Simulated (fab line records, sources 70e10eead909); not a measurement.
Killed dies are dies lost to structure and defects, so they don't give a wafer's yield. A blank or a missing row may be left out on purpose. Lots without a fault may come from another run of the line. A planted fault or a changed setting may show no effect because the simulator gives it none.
A struck lot beside a sound one | flow nand_harc | 14 steps out of a route of 1159
Sound: wafers L885.1, L885.2, L885.6. Struck: wafers L900.1, L900.3, L900.6. The cause comes at the end.
At each step with rows: each side's tool, then ch and its chambers, then its first start. Under that, the readings that differ: sound wafers | struck wafers | difference of the means | sigmas: that difference in standard deviations of wafers without a fault.
alike: readings whose means differ by less than 2 such deviations, and words and numbers that are the same on both sides. not compared: withheld readings, readings that some wafer has no value for, bounds like >300 that may hide the same value, and numbers for which the record gives no deviation and whose values overlap.
The two part at a step that has a row with sigmas, a row that says differs or no value, or rows on one side only. Numbers that don't overlap but have no deviation are shown without sigmas and don't part them. A reading that every wafer of one side lacks parts them only if that side has two wafers or more.

NHARC_P_M1_OVL_MEAS_10: pitch 260 nm.
  sound on overlay-02, day 5 23:47; struck on overlay-02, day 10 09:15
  alike: overlay_x_nm, overlay_y_nm
NHARC_P_M1_INSPECT_11:
  sound on defect_inspect-01, day 5 23:49; struck on defect_inspect-01, day 10 09:17
  alike: raw_defect_count
NHARC_P_M1_DESCUM_14: chemistry O2, time 3 s.
  sound on rie_diel-13 ch 1,3, day 5 23:53; struck on rie_diel-03 ch 0,2,3, day 10 09:21
  alike: drypump_motor_current_A, oes_product_au, rf_vpp_V, showerhead_plenum_p_Torr, throttle_valve_pct
  not compared: rf_hours_counter_h
NHARC_P_M1_ETCH_35: etches the open film in N2/H2, target depth 40 nm, overetch 12 nm, time 43.94 s.
  sound on rie_diel-13 ch 2,3, day 5 23:58; struck on rie_diel-03 ch 0,1,2, day 10 09:26
  alike: drypump_motor_current_A, oes_product_au, rf_vpp_V, showerhead_plenum_p_Torr, throttle_valve_pct
  not compared: rf_hours_counter_h
NHARC_P_M1_ETCH_15: etches the open film in C4F8/Ar, target depth 182.5 nm, time 91.2 s.
  sound on rie_diel-13 ch 0,1,2; struck on rie_diel-03 ch 0,2,3
  alike: oes_product_au, rf_vpp_V
  not compared: rf_hours_counter_h
NHARC_P_M1_CD_MEAS_16:
  sound on cd_sem-03, day 6 00:11; struck on cd_sem-01, day 10 09:39
  alike: cd_nm
then, 3 steps without rows for these wafers: NHARC_P_M1_STRIP_18 (strips in N2/H2); NHARC_P_M1_ETCH_28 (etches the open film in CF4/N2, target depth 30 nm, time 72.99 s); NHARC_P_M1_STRIP_19 (strips in post etch residue remover, time 600 s).
NHARC_P_M1_DEGAS_29: time 60 s.
  sound on pvd_sputter-02, day 6 00:54; struck on pvd_sputter-02, day 10 10:23
  alike: heater_power_w
NHARC_P_M1_PRE_CLEAN_30: time 30 s.
  sound on pvd_sputter-02; struck on pvd_sputter-02
  alike: heater_power_w
then, 1 step without rows for these wafers: NHARC_P_M1_PVD_20 (deposits TaN, target thk 5 nm, time 8.06 s).
NHARC_P_M1_PVD_21: deposits Cu, target thk 30 nm, time 20.49 s.
  sound on pvd_sputter-02, day 6 01:07; struck on pvd_sputter-02, day 10 10:35
  no value came back on the struck wafers for cathode_dc_power_W (W), chamber_pressure_pa (Pa), throttle_valve_pct (%); on the sound wafers cathode_dc_power_W (W) reads 5000.1 5000.1 5000.0
then, 1 step without rows for these wafers: NHARC_P_M1_ECD_22 (material Cu, target thk 400 nm).

WHERE THEY PART
Only at NHARC_P_M1_PVD_21, within this record.

WHY: what the simulator had put in
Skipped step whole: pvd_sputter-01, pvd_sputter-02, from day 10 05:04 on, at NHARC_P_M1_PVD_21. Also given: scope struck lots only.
